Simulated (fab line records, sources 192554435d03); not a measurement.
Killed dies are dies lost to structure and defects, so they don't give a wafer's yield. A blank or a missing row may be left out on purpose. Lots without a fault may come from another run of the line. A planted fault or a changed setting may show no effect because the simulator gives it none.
Chamber matching | flow n5_finfet | N5_BEOL_M1_ETCH_63 on rie_diel-06: 4 sister chambers
The step etches SiARC in CF4, target depth 15.6 nm, time 26 s. 4 wafers are shown with their chamber, then 9 later ones without.

WAFERS WITH THEIR CHAMBER
wafer  | chamber | showerhead_plenum_p_Torr (Torr)
L086.1 | 0       | 2.03
L089.1 | 1       | 2.09
L089.3 | 2       | 2.25
L089.5 | 3       | 2.20

WAFERS WITHOUT THEIR CHAMBER
wafer  | showerhead_plenum_p_Torr (Torr)
L091.1 | 2.03
L091.3 | 2.09
L091.5 | 2.03
L092.1 | 2.24
L092.2 | 2.03
L092.6 | 2.20
L096.1 | 2.03
L096.2 | 2.09
L096.5 | 2.09

WHICH CHAMBER EACH WENT THROUGH
wafer  | from the rows above | in truth
L091.1 | 0                   | 0
L091.3 | 1                   | 1
L091.5 | 0                   | 0
L092.1 | 2                   | 2
L092.2 | 0                   | 0
L092.6 | 3                   | 3
L096.1 | 0                   | 0
L096.2 | 1                   | 1
L096.5 | 1                   | 1
Placed correctly: 9 of 9. Can't be placed from these rows: 0. Placed wrongly: 0.
How it was worked out, from the rows above alone: a wafer's distance from a chamber is the root of the sum, over the readings, of the square of ((its reading less the chamber's mean) divided by the reading's scatter). The wafer belongs to the nearest chamber; if the next one is less than 2 further off, it can't be placed. A chamber's mean is the mean of its shown wafers. The scatter: with one shown wafer a chamber, the root of the mean of the squares of how far each hidden wafer lies from its nearest shown one.
